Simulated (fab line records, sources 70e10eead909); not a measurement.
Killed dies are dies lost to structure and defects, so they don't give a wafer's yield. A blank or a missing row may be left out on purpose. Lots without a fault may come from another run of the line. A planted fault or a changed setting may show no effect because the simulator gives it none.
Which tool did it? | flow nand_harc | 14 lots, 42 wafers sampled, at 2 steps of a route of 1159

WHAT THE GAUGES READ, wafer by wafer
NHARC_A_M1_THK_MEAS_24: measures by xrf.
lot  | measured     | on            | thk_nm (nm)
L677 | day 18 21:28 | film_metro-02 | 155.9 154.6 153.8
L679 | day 19 03:49 | film_metro-02 | 155.1 154.3 154.2
L676 | day 19 07:20 | film_metro-01 | 153.9 152.3 150.8
L678 | day 19 19:40 | film_metro-01 | 154.1 154.3 155.5
L687 | day 20 20:31 | film_metro-01 | 155.0 155.8 154.1
L688 | day 20 23:43 | film_metro-02 | 158.6 156.0 155.1
L690 | day 21 21:14 | film_metro-01 | 151.8 154.3 154.9
L692 | day 22 04:41 | film_metro-01 | 154.9 154.9 153.7
L694 | day 22 07:45 | film_metro-01 | 153.5 155.7 153.9
L689 | day 22 08:26 | film_metro-01 | 155.8 153.7 155.4
L691 | day 22 12:13 | film_metro-01 | 153.6 153.1 156.4
L693 | day 22 14:08 | film_metro-01 | 151.0 153.7 153.6
L697 | day 22 20:05 | film_metro-02 | 152.5 154.0 155.0
L695 | day 22 21:32 | film_metro-02 | 150.4 153.5 155.2

WHICH TOOL RAN EACH LOT (tool, then ch and the chambers of the sampled wafers, then the start)
lot  | NHARC_A_M1_PVD_21
L677 | pvd_sputter-03, day 18 21:28 or earlier
L679 | pvd_sputter-03, day 19 03:49 or earlier
L676 | pvd_sputter-03, day 19 07:20 or earlier
L678 | pvd_sputter-02, day 19 19:40 or earlier
L687 | pvd_sputter-03, day 20 20:31 or earlier
L688 | pvd_sputter-03, day 20 23:43 or earlier
L690 | pvd_sputter-01, day 21 21:14 or earlier
L692 | pvd_sputter-03, day 22 04:41 or earlier
L694 | pvd_sputter-01, day 22 07:45 or earlier
L689 | pvd_sputter-03, day 22 08:26 or earlier
L691 | pvd_sputter-02, day 22 12:13 or earlier
L693 | pvd_sputter-03, day 22 14:08 or earlier
L697 | pvd_sputter-02, day 22 20:05 or earlier
L695 | pvd_sputter-03, day 22 21:32 or earlier
- NHARC_A_M1_PVD_21: deposits Cu, target thk 30 nm, time 20.49 s.

WHAT THE TOOLS THEMSELVES READ (means of the sampled wafers that have a number; where no wafer has one, the mark that the record gives instead)
NHARC_A_M1_PVD_21.
lot  | tool           | throttle_valve_pct (%)
L677 | pvd_sputter-03 | 29.6
L679 | pvd_sputter-03 | 29.4
L676 | pvd_sputter-03 | 30.3
L678 | pvd_sputter-02 | 30.2
L687 | pvd_sputter-03 | 29.7
L688 | pvd_sputter-03 | 29.5
L690 | pvd_sputter-01 | 29.1
L692 | pvd_sputter-03 | 29.5
L694 | pvd_sputter-01 | 29.9
L689 | pvd_sputter-03 | 29.8
L691 | pvd_sputter-02 | 30.0
L693 | pvd_sputter-03 | 30.3
L697 | pvd_sputter-02 | 30.4
L695 | pvd_sputter-03 | 30.4

THE ANSWER, worked out from the rows above alone
Rule: what is usual is taken from the lots themselves. Put in order of their means at a reading, lots are off if they are a third of the lots or fewer, leave a main group of 4 or more, and stand apart from it by a gap of 3 or more times the standard deviation of the main group's means; of several such gaps the widest counts. A main group whose means are all the same, to the digits that the tables above print for the reading, isn't used. A lot without any number at a reading at which 4 lots or more have one is off too. The other lots that the step has rows for count as sound. The gauges are gone through in route order, then the tools' own readings, and for those a lot's mean is taken as printed above. The first step at which some lot is off is used, and at that step the reading that is off furthest; a lot without a number counts as furthest.
No lot is off at any reading shown: from this, nothing can be told.

WHAT THE SIMULATOR HAD PUT IN
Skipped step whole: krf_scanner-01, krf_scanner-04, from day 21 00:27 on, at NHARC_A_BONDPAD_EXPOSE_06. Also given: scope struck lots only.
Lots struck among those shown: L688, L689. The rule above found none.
